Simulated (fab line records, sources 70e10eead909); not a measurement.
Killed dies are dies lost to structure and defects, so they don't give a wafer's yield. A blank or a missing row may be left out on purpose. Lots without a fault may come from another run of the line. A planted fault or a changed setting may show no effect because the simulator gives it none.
fab line records | flow nand_harc
record lots=21 wafers=63 last_day=33
route steps=1302 shown A_STAIRCASE@671
lots that met no fault: from a run of the same line without faults
start_h: hours from the record's first day to the start of the lot's first wafer shown | wait_h: hours since the lot's step before | " the same as in the row above | L1.1+2: a row that stands for several wafers | - no value, or no start given | * or withheld: withheld | < > ~ a bound
route shown NAME@n: a module of which the file shows steps, and the number in the route of the first | usual: mean/standard deviation of fault-free wafers | same: alike in all rows | chamber/n: place in a boat | sites: the reading at each site | _std_site: their standard deviation | _edge_site: outer sites' mean less inner sites' | radius_mm: how far each site lies from the wafer's centre | mask NAME#n: copy n | behind: the tool/chamber that last shaped the wafer | hold: why the lot was held/for how many hours/how that ended | device: the transistor (n, p or np) that didn't switch | end of line: the same wafers' tests at the end of the route | a step without rows: its recipe alone | killed: dies lost to structure and defects at the first sort, not the wafer's yield | map: a wafer's dies, x killed, . not, _ none there
set.NAME: the setting as run; set.NAME@STEP: as run at that earlier step | model.NAME: the simulator's own value behind a step, which no gauge read
steps of the route over a sample of lots; a table a step, a row a wafer
services: from which hour (start_h, from the record's first day; less than 0 if before it) a tool's chamber was out of use, for how many hours, and why
## steps
# step NHARC_A_STAIRCASE_ETCH_15
# recipe target_depth_a=1000 time_s=40.5 ion_energy_ev=400 c4f8_flow_sccm=20 o2_flow_sccm=10 ar_flow_sccm=withheld rf_w=600 bias_w=1000 chemistry=C4F8/O2
# usual chamber_pressure_mTorr=24.999/0.024 oes_product_au=0.945/0.012 rf_vpp_V=896/7.4
# columns lot.wafer tool chamber start_h wait_h chamber_pressure_mTorr oes_product_au rf_hours_counter_h rf_vpp_V
L074.2 rie_diel-12 3 - - 25.043 0.957 26 887
L074.5 " 1 " " 24.990 0.951 - 889
L074.6 " 2 " " 24.970 0.945 - 890
L076.1 rie_diel-09 0 - - 24.958 0.962 15 905
L076.2 " 3 " " 24.976 0.952 15 905
L076.6 " 1 " " 25.050 0.957 - 904
L078.3 rie_diel-12 3 - - 24.977 0.954 34 888
L078.2 " 0 " " 24.996 0.952 31 900
L078.6 " 2 " " 25.048 0.965 - 891
L079.4 rie_diel-12 2 - - 25.006 0.946 40 890
L079.3 " 3 " " 24.990 0.943 41 887
L079.5 " 3 " " 24.963 0.947 - 886
L075.3 rie_diel-06 0 - - 24.994 0.935 31 890
L075.1 " 2 " " 24.994 0.966 36 893
L075.2 " 3 " " 25.001 0.932 35 889
L080.1 rie_diel-09 0 - - 24.989 0.959 31 906
L080.3 " 1 " " 25.006 0.956 30 902
L080.5 " 2 " " 24.979 0.948 - 888
L084.1 rie_diel-06 2 - - 25.013 0.945 41 894
L084.2 " 3 " " 24.981 0.935 41 887
L084.6 " 0 " " 25.014 0.938 - 890
L083.2 rie_diel-09 3 - - 25.003 0.923 37 904
L083.1 " 2 " " 25.019 0.930 36 887
L083.6 " 0 " " 24.968 0.948 - 904
L085.3 rie_diel-06 3 - - 25.020 0.938 51 887
L085.1 " 0 " " 25.001 0.938 47 890
L085.6 " 2 " " 24.986 0.952 - 893
L086.3 rie_diel-09 1 - - 25.018 0.935 45 901
L086.1 " 2 " " 25.034 0.928 47 888
L086.5 " 3 " " 24.951 0.939 - 904
L087.1 rie_diel-12 3 - - 25.025 0.949 11 906
L087.4 " 1 " " 24.961 0.955 16 888
L087.6 " 3 " " 25.007 0.946 - 906
L088.1 rie_diel-09 1 - - 24.987 0.913 1 904
L088.5 " 3 " " 24.982 0.944 - 902
L088.6 " 0 " " 25.022 0.936 - 903
L089.1 rie_diel-09 0 - - 24.996 0.955 1 903
L089.4 " 1 " " 25.032 0.935 1 902
L089.5 " 3 " " 25.002 0.945 - 904
L090.3 rie_diel-09 0 - - 25.021 0.923 1 905
L090.1 " 1 " " 24.972 0.924 1 904
L090.6 " 3 " " 24.984 0.932 - 903
L092.4 rie_diel-12 2 - - 25.017 0.943 26 888
L092.2 " 0 " " 24.998 0.947 22 898
L092.3 " 1 " " 24.985 0.947 27 888
L091.4 rie_diel-12 1 - - 24.997 0.953 27 888
L091.2 " 3 " " 24.976 0.950 22 905
L091.6 " 1 " " 24.993 0.962 - 888
L093.3 rie_diel-09 1 - - 25.008 0.940 11 902
L093.6 " 2 " " 25.029 0.931 - 887
L093.5 " 3 " " 25.024 0.947 - 903
L094.1 rie_diel-09 0 - - 24.962 0.942 16 905
L094.4 " 2 " " 24.970 0.941 17 887
L094.5 " 3 " " 25.037 0.942 - 905
L096.1 rie_diel-12 1 - - 24.997 0.958 44 889
L096.3 " 2 " " 25.032 0.952 38 888
L096.5 " 0 " " 24.970 0.940 - 896
L095.1 rie_diel-12 0 - - 24.998 0.941 43 897
L095.6 " 0 " " 25.023 0.939 - 900
L095.5 " 1 " " 25.009 0.972 - 887
L097.3 rie_diel-09 2 - - 24.985 0.947 21 887
L097.1 " 3 " " 25.044 0.945 24 902
L097.6 " 2 " " 25.003 0.946 - 887
# step NHARC_A_STAIRCASE_ETCH_17
# recipe target_depth_a=1000 time_s=40.5 ion_energy_ev=400 c4f8_flow_sccm=20 o2_flow_sccm=10 ar_flow_sccm=withheld rf_w=600 bias_w=1000 chemistry=C4F8/O2
# usual chamber_pressure_mTorr=24.997/0.022 oes_product_au=0.945/0.011 rf_vpp_V=896/7.4
# columns lot.wafer tool chamber start_h wait_h chamber_pressure_mTorr oes_product_au rf_hours_counter_h rf_vpp_V
L074.2 rie_diel-12 3 - - 25.021 0.951 26 887
L074.5 " 1 " " 24.989 0.937 - 891
L074.6 " 2 " " 24.981 0.950 - 889
L076.1 rie_diel-09 0 - - 24.997 0.964 15 905
L076.2 " 2 " " 25.011 0.941 14 887
L076.6 " 1 " " 25.026 0.947 - 902
L078.3 rie_diel-12 1 - - 25.004 0.941 32 889
L078.2 " 2 " " 24.991 0.956 35 889
L078.6 " 2 " " 24.968 0.954 - 891
L079.3 rie_diel-12 2 - - 25.031 0.949 40 890
L079.4 " 3 " " 25.005 0.959 41 888
L079.5 " 3 " " 24.954 0.961 - 887
L075.2 rie_diel-06 1 - - 25.020 0.945 32 904
L075.3 " 2 " " 25.039 0.935 36 893
L075.1 " 0 " " 25.023 0.956 32 891
L080.3 rie_diel-09 0 - - 24.978 0.938 31 905
L080.1 " 3 " " 25.019 0.931 34 904
L080.5 " 0 " " 24.983 0.947 - 905
L084.1 rie_diel-06 1 - - 25.011 0.927 37 905
L084.2 " 3 " " 25.025 0.942 41 888
L084.6 " 2 " " 25.037 0.949 - 894
L083.2 rie_diel-09 3 - - 24.979 0.927 37 903
L083.1 " 0 " " 25.020 0.946 34 905
L083.6 " 3 " " 24.990 0.935 - 903
L085.3 rie_diel-06 3 - - 25.020 0.941 51 888
L085.1 " 1 " " 25.016 0.934 49 905
L085.6 " 3 " " 25.051 0.951 - 887
L086.3 rie_diel-09 1 - - 24.976 0.938 46 904
L086.1 " 2 " " 25.034 0.929 47 887
L086.5 " 0 " " 24.990 0.963 - 904
L087.4 rie_diel-12 1 - - 24.979 0.944 16 889
L087.1 " 2 " " 24.976 0.939 14 888
L087.6 " 2 " " 25.002 0.943 - 889
L088.1 rie_diel-09 1 - - 25.008 0.929 1 903
L088.6 " 1 " " 24.989 0.926 - 903
L088.5 " 2 " " 25.002 0.931 - 886
L089.4 rie_diel-09 1 - - 25.022 0.941 1 903
L089.1 " 2 " " 25.026 0.941 1 888
L089.5 " 0 " " 24.980 0.946 - 903
L090.1 rie_diel-09 1 - - 24.978 0.923 1 902
L090.3 " 3 " " 25.026 0.942 1 904
L090.6 " 2 " " 24.990 0.934 - 888
L092.4 rie_diel-12 1 - - 24.981 0.949 27 888
L092.2 " 2 " " 24.988 0.939 26 888
L092.3 " 3 " " 24.956 0.958 22 905
L091.2 rie_diel-12 0 - - 24.981 0.939 23 897
L091.4 " 2 " " 24.981 0.938 26 888
L091.6 " 1 " " 25.022 0.957 - 889
L093.3 rie_diel-09 2 - - 25.000 0.940 12 886
L093.5 " 0 " " 25.007 0.966 - 904
L093.6 " 1 " " 25.026 0.937 - 904
L094.4 rie_diel-09 0 - - 25.032 0.958 16 902
L094.1 " 2 " " 24.971 0.939 18 886
L094.5 " 0 " " 25.022 0.963 - 903
L096.1 rie_diel-12 0 - - 24.994 0.949 41 897
L096.3 " 1 " " 24.987 0.965 44 886
L096.5 " 3 " " 25.010 0.959 - 905
L095.1 rie_diel-12 1 - - 25.026 0.955 46 887
L095.5 " 0 " " 24.993 0.939 - 899
L095.6 " 1 " " 25.043 0.954 - 888
L097.3 rie_diel-09 3 - - 25.012 0.952 24 903
L097.1 " 1 " " 24.997 0.939 18 902
L097.6 " 3 " " 24.973 0.950 - 904
# step NHARC_A_STAIRCASE_TRIM_22
# recipe time_s=211.2 o2_flow_sccm=500 ar_flow_sccm=0 bias_w=0 chemistry=O2
# usual chamber_pressure_mTorr=60.01/0.054 drypump_motor_current_A=5.9/0.45 o2_flow_sccm=500.2/1.5 oes_product_au=0.999/0.0096 rf_vpp_V=57.9/1 showerhead_plenum_p_Torr=3.52/0.2 throttle_valve_pct=17.037/0.0093
# columns lot.wafer tool chamber start_h wait_h chamber_pressure_mTorr drypump_motor_current_A o2_flow_sccm oes_product_au rf_hours_counter_h rf_vpp_V showerhead_plenum_p_Torr throttle_valve_pct
L074.2 rie_diel-12 2 - - 59.93 5.5 498.2 0.993 28 57.0 3.36 17.036
L074.5 " 1 " " 59.94 6.6 502.3 0.998 - 57.0 3.35 17.047
L074.6 " 2 " " 59.96 5.5 496.2 1.002 - 57.7 3.36 17.031
L076.1 rie_diel-06 0 - - 59.98 5.4 501.3 0.992 20 57.3 3.37 17.049
L076.2 " 2 " " 60.06 4.9 499.5 1.008 25 58.1 3.48 17.035
L076.6 " 0 " " 60.05 5.4 500.6 0.999 - 57.7 3.37 17.039
L078.2 rie_diel-09 3 - - 60.05 6.3 497.7 0.993 18 57.8 3.77 17.037
L078.3 " 0 " " 59.97 5.9 498.2 0.997 18 58.3 3.77 17.034
L078.6 " 3 " " 60.04 6.3 495.8 0.992 - 58.4 3.77 17.038
L079.4 rie_diel-12 0 - - 59.95 6.3 501.5 1.004 37 58.1 3.60 17.036
L079.3 " 2 " " 59.96 5.4 501.0 0.986 40 55.0 3.35 17.039
L079.5 " 1 " " 60.01 6.6 498.9 0.991 - 56.7 3.34 17.039
L075.3 rie_diel-12 0 - - 59.99 6.3 500.0 1.015 42 57.3 3.59 17.047
L075.1 " 1 " " 60.01 6.6 498.9 0.987 44 56.8 3.34 17.055
L075.2 " 2 " " 60.03 5.5 498.9 1.003 47 58.0 3.35 17.044
L080.1 rie_diel-09 0 - - 59.90 5.9 497.3 1.000 32 58.5 3.76 17.029
L080.3 " 1 " " 60.11 6.3 500.8 1.004 31 58.0 3.73 17.041
L080.5 " 2 " " 59.93 5.6 500.0 0.996 - 58.0 3.30 17.038
L084.2 rie_diel-06 3 - - 59.99 5.4 503.2 0.995 42 57.7 3.30 17.035
L084.1 " 2 " " 59.99 4.9 503.7 1.005 41 57.1 3.47 17.028
L084.6 " 0 " " 60.11 5.4 499.1 1.012 - 57.0 3.36 17.028
L083.1 rie_diel-12 2 - - 60.08 5.4 500.5 1.006 55 57.4 3.34 17.034
L083.2 " 3 " " 60.03 5.9 500.7 0.996 51 56.8 3.27 17.021
L083.6 " 1 " " 60.01 6.6 502.0 1.003 - 57.2 3.33 17.037
L085.1 rie_diel-12 1 - - 60.03 6.6 501.4 1.003 6 57.1 3.33 17.026
L085.3 " 2 " " 60.07 5.5 501.7 0.978 3 56.6 3.34 17.043
L085.6 " 2 " " 60.04 5.5 499.7 0.989 - 55.7 3.34 17.035
L086.1 rie_diel-09 0 - - 59.94 5.9 499.6 1.002 46 58.5 3.75 17.032
L086.3 " 1 " " 59.99 6.3 500.9 1.002 46 58.7 3.72 17.036
L086.5 " 0 " " 60.01 5.9 497.9 1.019 - 58.9 3.75 17.023
L087.1 rie_diel-09 2 - - 60.00 5.6 499.4 0.971 52 55.8 3.29 17.023
L087.4 " 0 " " 59.94 5.9 501.1 1.000 50 56.5 3.75 17.046
L087.6 " 2 " " 60.08 5.6 499.0 0.977 - 56.7 3.29 17.025
L088.1 rie_diel-09 1 - - 60.06 6.3 500.5 0.990 1 59.4 3.72 17.046
L088.6 " 2 " " 60.10 5.6 500.9 1.006 - 57.7 3.29 17.031
L088.5 " 3 " " 59.93 6.3 501.5 1.009 - 59.4 3.75 17.026
L089.4 rie_diel-12 1 - - 60.02 6.6 499.4 1.016 22 58.3 3.32 17.037
L089.1 " 0 " " 60.08 6.3 499.0 0.990 17 57.3 3.58 17.021
L089.5 " 1 " " 59.96 6.6 499.7 1.014 - 56.7 3.32 17.027
L090.1 rie_diel-06 3 - - 60.04 5.4 500.3 0.992 5 55.1 3.29 17.050
L090.3 " 0 " " 60.05 5.4 500.5 1.000 4 58.5 3.35 17.051
L090.6 " 3 " " 59.92 5.4 502.6 0.995 - 58.0 3.29 17.029
L092.3 rie_diel-06 2 - - 60.04 4.9 498.2 1.003 13 56.7 3.45 17.031
L092.4 " 3 " " 59.99 5.4 501.2 0.995 12 57.7 3.29 17.025
L092.2 " 0 " " 60.01 5.4 498.6 0.995 11 57.0 3.34 17.044
L091.4 rie_diel-09 2 - - 60.01 5.6 502.1 0.999 5 57.8 3.29 17.044
L091.2 " 3 " " 59.99 6.3 499.2 1.011 5 59.7 3.74 17.045
L091.6 " 1 " " 60.00 6.3 502.1 0.998 - 57.4 3.71 17.018
L093.3 rie_diel-09 2 - - 60.05 5.6 499.9 0.999 12 57.7 3.29 17.036
L093.6 " 1 " " 59.99 6.3 502.7 0.988 - 59.0 3.71 17.050
L093.5 " 2 " " 60.01 5.6 498.9 0.996 - 57.7 3.29 17.027
L094.4 rie_diel-12 0 - - 60.13 6.3 500.8 0.990 39 58.2 3.57 17.040
L094.1 " 1 " " 60.06 6.6 499.8 1.010 42 57.4 3.31 17.050
L094.5 " 0 " " 60.03 6.3 500.0 0.994 - 59.2 3.57 17.050
L096.1 rie_diel-09 0 - - 60.00 5.8 499.7 1.012 17 59.0 3.74 17.047
L096.3 " 1 " " 60.04 6.3 501.4 0.983 16 59.6 3.71 17.040
L096.5 " 3 " " 59.93 6.3 500.8 0.998 - 59.5 3.74 17.040
L095.1 rie_diel-12 3 - - 59.97 5.9 499.5 1.030 38 58.2 3.79 17.031
L095.5 " 3 " " 59.93 5.9 500.3 1.016 - 57.4 3.79 17.055
L095.6 " 0 " " 60.03 6.3 500.1 1.000 - 57.2 3.56 17.044
L097.1 rie_diel-09 0 - - 60.05 5.9 499.9 1.014 22 59.6 3.74 17.030
L097.3 " 3 " " 60.03 6.3 500.8 1.003 24 59.0 3.73 17.047
L097.6 " 1 " " 59.92 6.3 502.1 0.986 - 58.3 3.71 17.028
# step NHARC_A_STAIRCASE_ETCH_25
# recipe target_depth_a=1000 time_s=40.5 ion_energy_ev=400 c4f8_flow_sccm=20 o2_flow_sccm=10 ar_flow_sccm=withheld rf_w=600 bias_w=1000 chemistry=C4F8/O2
# usual chamber_pressure_mTorr=25.001/0.024 oes_product_au=0.948/0.012 rf_vpp_V=895/7.4
# columns lot.wafer tool chamber start_h wait_h chamber_pressure_mTorr oes_product_au rf_hours_counter_h rf_vpp_V
L074.2 rie_diel-12 2 - - 25.044 0.955 28 890
L074.5 " 3 " " 25.004 0.965 - 887
L074.6 " 0 " " 25.014 0.962 - 900
L076.1 rie_diel-06 0 - - 24.989 0.953 20 889
L076.2 " 1 " " 24.981 0.961 21 905
L076.6 " 3 " " 25.032 0.947 - 888
L078.2 rie_diel-09 1 - - 24.999 0.957 17 903
L078.3 " 2 " " 24.974 0.948 17 886
L078.6 " 1 " " 24.952 0.962 - 903
L079.4 rie_diel-12 0 - - 25.046 0.952 38 898
L079.3 " 2 " " 25.004 0.958 40 889
L079.5 " 0 " " 24.978 0.947 - 901
L075.2 rie_diel-12 2 - - 24.985 0.963 47 889
L075.1 " 0 " " 25.001 0.954 42 897
L075.3 " 1 " " 24.975 0.929 44 890
L080.1 rie_diel-09 2 - - 24.973 0.919 35 886
L080.3 " 1 " " 25.001 0.940 31 903
L080.5 " 2 " " 25.029 0.922 - 888
L083.2 rie_diel-12 0 - - 24.996 0.976 49 899
L083.1 " 3 " " 24.987 0.958 51 885
L083.6 " 0 " " 25.031 0.980 - 898
L084.2 rie_diel-06 1 - - 25.026 0.923 38 904
L084.1 " 2 " " 25.018 0.938 43 893
L084.6 " 1 " " 24.988 0.925 - 903
L085.3 rie_diel-12 2 - - 25.000 0.932 4 889
L085.1 " 3 " " 25.004 0.965 4 905
L085.6 " 1 " " 24.958 0.946 - 890
L086.1 rie_diel-09 2 - - 25.010 0.943 47 888
L086.3 " 0 " " 25.001 0.944 46 905
L086.5 " 2 " " 25.005 0.937 - 887
L087.1 rie_diel-12 1 497.52 - 24.958 0.974 16 888
L087.4 " 2 " " 25.032 0.963 14 888
L087.6 " 1 " " 25.018 0.973 - 889
L088.1 rie_diel-09 2 - - 25.006 0.946 2 887
L088.6 " 1 " " 24.984 0.943 - 902
L088.5 " 2 " " 24.992 0.945 - 886
L089.1 rie_diel-12 2 - - 25.033 0.943 19 889
L089.4 " 1 " " 25.018 0.957 22 888
L089.5 " 3 " " 25.005 0.935 - 905
L090.1 rie_diel-06 2 - - 24.958 0.956 7 894
L090.3 " 0 " " 25.014 0.944 5 889
L090.6 " 2 " " 25.012 0.954 - 893
L092.3 rie_diel-06 0 - - 25.032 0.943 11 888
L092.4 " 1 " " 25.025 0.947 12 903
L092.2 " 2 " " 25.010 0.948 13 894
L091.4 rie_diel-09 2 - - 25.022 0.941 8 888
L091.2 " 0 " " 25.033 0.958 10 904
L091.6 " 2 " " 25.029 0.934 - 887
L093.3 rie_diel-09 3 - - 25.030 0.935 13 903
L093.5 " 3 " " 25.009 0.947 - 903
L093.6 " 0 " " 24.993 0.960 - 903
L094.4 rie_diel-12 1 - - 24.963 0.949 43 888
L094.1 " 3 " " 25.023 0.955 34 905
L094.5 " 2 " " 25.007 0.954 - 889
L096.3 rie_diel-09 2 - - 24.990 0.950 18 887
L096.1 " 1 " " 24.993 0.950 16 902
L096.5 " 2 " " 24.997 0.939 - 886
L095.1 rie_diel-12 0 - - 24.989 0.936 43 897
L095.5 " 2 " " 24.955 0.938 - 888
L095.6 " 3 " " 25.012 0.958 - 905
L097.1 rie_diel-09 0 - - 25.025 0.960 22 904
L097.3 " 1 " " 25.003 0.935 19 903
L097.6 " 2 " " 25.034 0.937 - 887
# step NHARC_A_STAIRCASE_ETCH_27
# recipe target_depth_a=1000 time_s=40.5 ion_energy_ev=400 c4f8_flow_sccm=20 o2_flow_sccm=10 ar_flow_sccm=withheld rf_w=600 bias_w=1000 chemistry=C4F8/O2
# usual chamber_pressure_mTorr=25.000/0.021 oes_product_au=0.947/0.013 rf_vpp_V=896/7.3
# columns lot.wafer tool chamber start_h wait_h chamber_pressure_mTorr oes_product_au rf_hours_counter_h rf_vpp_V
L074.2 rie_diel-12 0 - - 24.990 0.965 24 899
L074.5 " 0 " " 25.008 0.962 - 900
L074.6 " 1 " " 24.948 0.934 - 889
L076.1 rie_diel-06 2 - - 24.992 0.959 25 896
L076.2 " 3 " " 25.018 0.942 24 888
L076.6 " 2 " " 25.006 0.960 - 894
L078.3 rie_diel-09 1 - - 25.001 0.943 17 905
L078.2 " 0 " " 25.012 0.951 18 902
L078.6 " 2 " " 24.993 0.942 - 886
L079.4 rie_diel-12 2 - - 25.007 0.957 40 890
L079.3 " 3 " " 24.976 0.954 41 886
L079.5 " 2 " " 24.988 0.954 - 889
L075.3 rie_diel-12 0 - - 24.986 0.951 42 897
L075.2 " 1 " " 24.978 0.927 44 889
L075.1 " 2 " " 24.985 0.950 47 889
L080.3 rie_diel-09 0 - - 25.056 0.940 32 903
L080.1 " 1 " " 24.968 0.938 31 905
L080.5 " 2 " " 24.977 0.926 - 887
L083.1 rie_diel-12 1 - - 25.004 0.950 53 889
L083.2 " 3 " " 24.975 0.956 51 886
L083.6 " 1 " " 25.023 0.956 - 889
L084.1 rie_diel-06 1 - - 25.025 0.930 39 905
L084.2 " 2 " " 24.997 0.954 43 892
L084.6 " 2 " " 25.018 0.941 - 893
L085.3 rie_diel-12 3 - - 25.001 0.962 4 906
L085.1 " 1 " " 25.013 0.946 6 890
L085.6 " 3 " " 24.984 0.967 - 905
L086.1 rie_diel-09 3 - - 24.984 0.940 48 904
L086.3 " 0 " " 24.963 0.963 46 903
L086.5 " 0 " " 25.043 0.955 - 904
L087.1 rie_diel-12 1 497.79 - 25.018 0.980 16 889
L087.4 " 2 " " 24.987 0.974 14 888
L087.6 " 1 " " 25.005 0.990 - 889
L088.1 rie_diel-09 0 - - 25.028 0.960 2 904
L088.5 " 2 " " 25.016 0.951 - 887
L088.6 " 3 " " 25.007 0.953 - 903
L090.1 rie_diel-06 3 - - 24.984 0.939 5 886
L090.3 " 0 " " 25.005 0.950 5 888
L090.6 " 3 " " 24.965 0.945 - 888
L089.1 rie_diel-12 0 - - 25.010 0.938 18 898
L089.4 " 2 " " 25.005 0.953 19 888
L089.5 " 0 " " 24.998 0.933 - 898
L092.4 rie_diel-06 3 - - 24.998 0.930 12 887
L092.2 " 0 " " 25.038 0.925 11 891
L092.3 " 1 " " 24.984 0.914 12 903
L091.2 rie_diel-09 1 - - 24.962 0.937 8 903
L091.4 " 0 " " 25.001 0.954 10 903
L091.6 " 2 " " 25.018 0.943 - 886
L093.3 rie_diel-09 0 - - 25.000 0.974 13 904
L093.6 " 1 " " 25.014 0.941 - 902
L093.5 " 2 " " 25.012 0.934 - 886
L094.1 rie_diel-12 1 - - 24.987 0.963 43 888
L094.4 " 3 " " 24.989 0.963 34 906
L094.5 " 0 " " 24.979 0.935 - 895
L096.3 rie_diel-09 1 - - 25.026 0.935 16 903
L096.1 " 3 " " 24.970 0.941 20 903
L096.5 " 2 " " 24.961 0.944 - 888
L095.1 rie_diel-12 0 - - 24.962 0.942 44 897
L095.6 " 0 " " 24.995 0.930 - 898
L095.5 " 1 " " 24.993 0.936 - 889
L097.3 rie_diel-09 0 - - 24.981 0.955 22 904
L097.1 " 3 " " 24.987 0.944 25 904
L097.6 " 1 " " 24.988 0.938 - 903
# step NHARC_A_STAIRCASE_TRIM_200
# recipe time_s=211.2 o2_flow_sccm=500 ar_flow_sccm=0 bias_w=0 chemistry=O2
# usual chamber_pressure_mTorr=60.00/0.062 drypump_motor_current_A=5.8/0.51 o2_flow_sccm=499.9/1.6 oes_product_au=1.000/0.0099 rf_vpp_V=57.8/1 showerhead_plenum_p_Torr=3.52/0.2 throttle_valve_pct=17.036/0.0088
# columns lot.wafer tool chamber start_h wait_h chamber_pressure_mTorr drypump_motor_current_A o2_flow_sccm oes_product_au rf_hours_counter_h rf_vpp_V showerhead_plenum_p_Torr throttle_valve_pct
L074.2 rie_diel-09 3 - - 59.99 6.3 499.5 1.004 9 57.3 3.77 17.036
L074.6 " 2 " " 59.96 5.6 499.1 0.981 - 57.3 3.32 17.041
L074.5 " 3 " " 59.92 6.3 498.8 1.006 - 57.3 3.77 17.034
L076.1 rie_diel-12 2 - - 60.03 5.4 501.2 1.004 33 57.8 3.36 17.034
L076.2 " 3 " " 59.97 5.9 500.1 0.999 33 57.0 3.28 17.043
L076.6 " 2 " " 60.09 5.4 499.5 0.993 - 57.0 3.35 17.021
L078.2 rie_diel-06 1 - - 59.90 5.2 498.5 1.003 24 58.6 3.76 17.028
L078.3 " 0 " " 59.98 5.4 498.7 1.002 23 56.8 3.36 17.023
L078.6 " 2 " " 59.95 4.9 499.9 1.011 - 58.6 3.48 17.029
L079.3 rie_diel-12 0 - - 60.04 6.3 502.1 1.015 38 58.7 3.59 17.046
L079.4 " 2 " " 60.03 5.5 499.4 1.003 41 57.3 3.35 17.039
L079.5 " 1 " " 60.00 6.7 498.3 1.002 - 56.8 3.34 17.031
L075.2 rie_diel-06 0 - - 60.09 5.4 501.9 0.991 33 58.4 3.36 17.039
L075.3 " 1 " " 60.01 5.2 501.7 0.996 33 58.9 3.76 17.051
L075.1 " 3 " " 59.91 5.5 501.5 0.993 37 56.8 3.31 17.044
L080.1 rie_diel-12 1 - - 59.97 6.6 500.1 0.993 51 57.7 3.33 17.032
L080.3 " 2 " " 60.03 5.5 497.7 0.993 53 56.7 3.34 17.026
L080.5 " 0 " " 59.99 6.3 500.0 1.006 - 57.2 3.59 17.026
L083.2 rie_diel-09 0 - - 60.07 5.9 499.7 1.006 36 58.6 3.76 17.026
L083.1 " 2 " " 59.95 5.6 500.5 0.976 38 56.4 3.30 17.035
L083.6 " 0 " " 60.00 5.9 502.0 1.007 - 58.3 3.76 17.034
L084.1 rie_diel-06 3 - - 60.00 5.4 498.6 0.995 44 58.6 3.30 17.047
L084.2 " 2 " " 59.99 4.9 498.8 1.009 45 58.8 3.47 17.032
L084.6 " 3 " " 59.92 5.4 501.8 0.992 - 58.0 3.30 17.042
L085.1 rie_diel-12 3 - - 59.97 5.9 501.9 1.019 5 58.1 3.81 17.030
L085.3 " 0 " " 60.02 6.3 498.4 1.004 7 58.6 3.58 17.018
L085.6 " 3 " " 60.02 5.9 500.7 1.016 - 57.7 3.81 17.025
L086.1 rie_diel-09 1 - - 59.84 6.4 497.9 0.998 47 58.9 3.72 17.052
L086.3 " 2 " " 59.95 5.6 499.7 0.986 49 56.6 3.29 17.029
L086.5 " 3 " " 59.95 6.3 503.2 1.004 - 58.7 3.75 17.034
L087.1 rie_diel-06 3 - - 60.00 5.4 498.2 0.982 2 56.8 3.30 17.041
L087.4 " 1 " " 60.03 5.3 499.0 0.994 1 58.0 3.75 17.040
L087.6 " 3 " " 60.15 5.4 499.9 0.982 - 58.8 3.30 17.029
L090.3 rie_diel-09 0 - - 60.12 5.9 499.3 1.012 3 57.7 3.75 17.027
L090.1 " 1 " " 60.20 6.4 503.3 0.994 2 59.7 3.72 17.047
L090.6 " 0 " " 59.96 5.9 500.3 1.010 - 57.7 3.75 17.041
L089.1 rie_diel-06 1 - - 60.00 5.2 502.1 0.992 10 59.8 3.74 17.035
L089.4 " 3 " " 59.91 5.4 498.3 0.990 10 55.9 3.29 17.032
L089.5 " 1 " " 59.97 5.2 503.1 0.994 - 57.8 3.74 17.036
L088.1 rie_diel-12 1 - - 60.05 6.6 501.3 1.016 25 58.5 3.32 17.027
L088.5 " 0 " " 59.97 6.3 498.1 0.997 - 57.0 3.58 17.050
L088.6 " 1 " " 60.02 6.6 502.8 1.024 - 56.7 3.32 17.052
L092.2 rie_diel-06 0 - - 60.02 5.4 499.2 0.992 17 57.8 3.34 17.014
L092.4 " 2 " " 59.94 4.9 497.9 1.012 16 57.3 3.45 17.037
L092.3 " 3 " " 59.99 5.4 498.1 0.996 15 57.7 3.29 17.038
L091.4 rie_diel-06 1 - - 59.98 5.2 498.7 0.995 19 57.4 3.74 17.024
L091.2 " 3 " " 59.95 5.4 503.1 1.000 17 56.6 3.29 17.026
L091.6 " 2 " " 60.06 4.9 499.8 1.006 - 57.0 3.45 17.026
L093.3 rie_diel-12 0 - - 60.07 6.3 499.9 0.992 32 57.7 3.57 17.030
L093.6 " 0 " " 60.07 6.3 499.4 0.994 - 59.3 3.57 17.026
L093.5 " 1 " " 60.03 6.6 499.3 1.017 - 57.6 3.31 17.048
L094.4 rie_diel-09 3 - - 60.01 6.3 499.1 1.004 19 57.1 3.74 17.033
L094.1 " 0 " " 60.02 5.9 498.8 1.009 17 59.0 3.74 17.029
L094.5 " 0 " " 59.94 5.9 500.6 1.005 - 60.1 3.74 17.024
L096.1 rie_diel-12 2 - - 60.08 5.5 497.9 0.980 40 56.0 3.32 17.035
L096.3 " 1 " " 59.99 6.6 501.5 1.011 46 58.5 3.31 17.041
L096.5 " 2 " " 60.05 5.5 496.2 0.997 - 56.1 3.32 17.030
L095.1 rie_diel-06 0 - - 59.92 5.4 498.9 0.995 31 57.8 3.33 17.039
L095.6 " 0 " " 59.98 5.4 501.0 0.993 - 56.8 3.33 17.039
L095.5 " 1 " " 60.04 5.2 500.0 0.988 - 56.1 3.73 17.052
L097.3 rie_diel-09 2 - - 59.97 5.6 499.5 1.001 24 57.9 3.28 17.026
L097.1 " 0 " " 59.92 5.9 501.0 1.010 26 57.9 3.74 17.056
L097.6 " 2 " " 60.06 5.6 498.0 1.007 - 56.7 3.28 17.040
## services
# columns tool chamber start_h hours kind
rie_diel-09 0 353.96 - clean
rie_diel-09 1 353.96 - clean
rie_diel-09 2 353.96 - clean
rie_diel-09 3 353.96 - clean
rie_diel-12 2 373.76 4.8 repair
rie_diel-09 0 378.46 - clean
rie_diel-09 1 378.46 - clean
rie_diel-09 2 378.46 - clean
rie_diel-09 3 378.46 - clean
rie_diel-09 0 402.97 - clean
rie_diel-09 1 402.97 - clean
rie_diel-09 2 402.97 - clean
rie_diel-09 3 402.97 - clean
rie_diel-12 - 411.42 2.4 repair
rie_diel-09 0 427.47 - clean
rie_diel-09 1 427.47 - clean
rie_diel-09 2 427.47 - clean
rie_diel-09 3 427.47 - clean
rie_diel-12 - 445.52 9.0 pm
rie_diel-09 0 452.65 - clean
rie_diel-09 1 452.65 - clean
rie_diel-09 2 452.65 - clean
rie_diel-06 - 485.10 9.0 pm
rie_diel-09 - 497.45 9.0 pm
## key
fault none
